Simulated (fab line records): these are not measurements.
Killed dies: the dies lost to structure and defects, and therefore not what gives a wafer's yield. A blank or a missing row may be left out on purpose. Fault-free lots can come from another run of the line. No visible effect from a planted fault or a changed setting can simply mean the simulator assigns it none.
Chamber matching	flow n5 finfet	ald sin-02 running N5_FIN_SAQP_SPACER2_ALD_28: 4 sister chambers
The step deposits SiO2, target thk 8.1 nm, pulse time 1 s, purge time 2 s. 4 wafers are shown with their chamber, then 7 later ones without.

== WAFERS WITH THEIR CHAMBER ==
wafer	chamber	heater power w (W)
L087.3	2	481
L090.4	1	480
L091.2	0	556
L091.3	3	493

== WAFERS MISSING THEIR CHAMBER ==
wafer	heater power w (W)
L091.6	485
L093.1	480
L093.2	493
L093.5	564
L097.1	495
L097.4	481
L097.6	477

== CHAMBER TAKEN BY EACH ==
wafer	from the rows above	in truth
L091.6	can't be placed: 2 or 1 or 3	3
L093.1	can't be placed: 1 or 2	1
L093.2	3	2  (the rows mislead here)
L093.5	0	0
L097.1	3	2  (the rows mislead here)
L097.4	can't be placed: 2 or 1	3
L097.6	can't be placed: 1 or 2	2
Correct placement for 1 of the 7. These rows do not allow placing 4 (true chamber among the candidates in 3). Number placed wrongly: 2.
How it was worked out, from the rows above alone: a wafer's distance from a chamber is the root of the sum, over the readings, of the square of ((its reading less the chamber's mean) divided by the reading's scatter). The wafer belongs to the nearest chamber; if the next one is less than 2 further off, it can't be placed. A chamber's mean is the mean of its shown wafers. The scatter (one wafer shown for each chamber): square how far every hidden wafer sits from the nearest shown wafer, average those squares and take the square root.
